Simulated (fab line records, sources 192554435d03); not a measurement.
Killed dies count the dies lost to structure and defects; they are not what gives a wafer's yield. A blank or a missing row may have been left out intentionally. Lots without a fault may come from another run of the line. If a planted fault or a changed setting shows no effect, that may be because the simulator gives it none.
Matching of chambers | flow n5Finfet | rieDiel-02 running N5_SD_EPI_N_ETCH_35: 4 sister chambers
The step etches SOC in N2/H2, overetch 108 nm, time 486 s. 4 wafers are shown with their chamber, then 7 later ones without.

== EACH WAFER AND ITS CHAMBER ==
wafer  | chamber | throttleValvePct (%)
L336.2 | 3       | 24.12
L336.6 | 0       | 23.44
L337.1 | 2       | 23.68
L337.2 | 1       | 24.22

== WAFERS WITHOUT THEIR CHAMBER ==
wafer  | throttleValvePct (%)
L337.3 | 23.43
L338.3 | 23.44
L338.5 | 24.20
L338.6 | 23.43
L339.3 | 24.12
L339.4 | 23.46
L339.5 | 24.20

== CHAMBER TAKEN BY EACH ==
wafer  | from the rows above | in truth
L337.3 | 0                   | 0
L338.3 | 0                   | 0
L338.5 | 1                   | 1
L338.6 | 0                   | 0
L339.3 | 3                   | 3
L339.4 | 0                   | 0
L339.5 | 1                   | 1
7 of 7 placed correctly. Can't be placed from these rows: 0. 0 placed wrongly.
How it was worked out, from the rows above alone: a wafer's distance from a chamber is the root of the sum, over the readings, of the square of ((its reading less the chamber's mean) divided by the reading's scatter). The wafer belongs to the nearest chamber; if the next one is less than 2 further off, it can't be placed. A chamber's mean is the mean of its shown wafers. The scatter: with one shown wafer a chamber, the root of the mean of the squares of how far each hidden wafer lies from its nearest shown one.
